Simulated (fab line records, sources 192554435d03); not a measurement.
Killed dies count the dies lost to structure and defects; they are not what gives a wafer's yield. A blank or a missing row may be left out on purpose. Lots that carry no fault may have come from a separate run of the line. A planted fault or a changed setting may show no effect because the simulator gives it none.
Split-lot experiment ; flow n5_finfet ; route with 1938 steps; 7 lots, 39 wafers read

== SPLIT DETAILS ==
At N5_BEOL_M12_SPUTTER_44 (material Ta, target thk 10 nm, time 16.13 s), the setting time_s was moved away from the recipe's 16.13 s on 12 of the 39 wafers read, by -36.5% to +28.6%. All remaining wafers had this setting at the recipe value.

== FROM THE SPLIT TO THE READING: what the file shows between them, 3 steps ==
- N5_BEOL_M12_SPUTTER_45: material Cu, target thk 80 nm, time 13.33 s
- N5_BEOL_M12_ECD_47: material Cu, target thk 720 nm
- N5_BEOL_M12_ANNEAL_48: time 90 s

== THE READING ==
barrier_field_endpoint_s, in s, at N5_BEOL_M12_CMP_49 (polishes, stops on SiOC, t overpolish 20.6 s, target thk 320 nm). A value of 30.3 s with a standard deviation of 0.81 s is what fault-free wafers of this fab line usually give.

wafer;tool, chamber at the split;time_s as run, s;against the recipe;barrier_field_endpoint_s, s;against lot-mates on the recipe
L076.3;pvd_sputter-02, -;16.13;recipe;30.6;-
L076.4;pvd_sputter-02, -;16.13;recipe;30.2;-
L076.1;pvd_sputter-02, -;16.13;recipe;30.3;-
L076.2;pvd_sputter-02, -;16.13;recipe;30.0;-
L076.5;pvd_sputter-02, -;16.13;recipe;31.3;-
L076.6;pvd_sputter-02, -;16.13;recipe;30.3;-
L079.1;pvd_sputter-01, -;16.13;recipe;30.6;-
L079.4;pvd_sputter-01, -;16.13;recipe;29.7;-
L079.5;pvd_sputter-01, -;16.13;recipe;29.5;-
L084.3;pvd_sputter-02, -;20.75;+28.6%;33.7;+3.9
L084.4;pvd_sputter-02, -;16.13;recipe;29.6;-
L084.1;pvd_sputter-02, -;20.75;+28.6%;33.9;+4.1
L084.2;pvd_sputter-02, -;16.13;recipe;29.9;-
L084.5;pvd_sputter-02, -;20.75;+28.6%;33.3;+3.5
L084.6;pvd_sputter-02, -;16.13;recipe;29.9;-
L085.4;pvd_sputter-02, -;10.24;-36.5%;25.6;-6.0
L085.2;pvd_sputter-02, -;16.13;recipe;31.7;-
L085.3;pvd_sputter-02, -;10.24;-36.5%;25.9;-5.7
L085.1;pvd_sputter-02, -;16.13;recipe;32.1;-
L085.6;pvd_sputter-02, -;10.24;-36.5%;26.4;-5.2
L085.5;pvd_sputter-02, -;16.13;recipe;30.9;-
L088.1;pvd_sputter-03, -;16.13;recipe;31.3;-
L088.4;pvd_sputter-03, -;11.93;-26.0%;27.0;-4.0
L088.3;pvd_sputter-03, -;16.13;recipe;29.8;-
L088.2;pvd_sputter-03, -;11.93;-26.0%;28.7;-2.3
L088.6;pvd_sputter-03, -;16.13;recipe;31.8;-
L088.5;pvd_sputter-03, -;11.93;-26.0%;27.8;-3.2
L092.3;pvd_sputter-03, -;16.13;recipe;29.9;-
L092.1;pvd_sputter-03, -;16.13;recipe;30.0;-
L092.2;pvd_sputter-03, -;16.13;recipe;28.9;-
L092.4;pvd_sputter-03, -;16.13;recipe;28.6;-
L092.6;pvd_sputter-03, -;16.13;recipe;29.3;-
L092.5;pvd_sputter-03, -;16.13;recipe;29.3;-
L097.4;pvd_sputter-03, -;16.13;recipe;29.5;-
L097.1;pvd_sputter-03, -;16.13;recipe;29.8;-
L097.2;pvd_sputter-03, -;13.16;-18.4%;27.0;-2.9
L097.3;pvd_sputter-03, -;13.16;-18.4%;29.4;-0.5
L097.6;pvd_sputter-03, -;13.16;-18.4%;28.2;-1.7
L097.5;pvd_sputter-03, -;16.13;recipe;30.4;-

FIT RESULTS
A straight line over all 39 wafers: barrier_field_endpoint_s changes by +0.112 s for each +1% of time_s; r = +0.90; the points scatter about the line by 0.83 s.
The same after taking each lot's own level away (the mean of its wafers on the recipe; 39 wafers): +0.135 s for each +1%; r = +0.96; scatter 0.64 s.
According to that fit, moving time_s by its largest amount changes the reading by 4.9 s.
Measured against the standard deviation above, the lots' own levels, which go from 29.33 to 31.57 s, span 2.8 times it.
So the slope is not independent of the lot-to-lot level: the two fits are not the same.
Check: with one of the wafers moved furthest among these (-36.5%) left out of the fit, the line predicts -4.73 s for it against its lot-mates. Against them it came out at -5.97 s.

== THE WHOLE CHAIN: every reading that the file lists as answering this split, in the file's order ==
step;what it does;reading;change (the file's fit);r (the file's)
N5_BEOL_M12_SPUTTER_44;material Ta, target thk 10 nm, time 16.13 s;Ta_of_BEOL_M12_SPUTTER_44.thk_nm (the simulator's own value, which no gauge read);+0.0982 nm for each +1% of the setting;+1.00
N5_BEOL_M12_CMP_49;polishes, stops on SiOC, t overpolish 20.6 s, target thk 320 nm;barrier_field_endpoint_s;+0.135 s for each +1% of the setting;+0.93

== FILE'S OWN FIT ==
barrier_field_endpoint_s changes by +0.135 s for each +1% of time_s, r = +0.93.
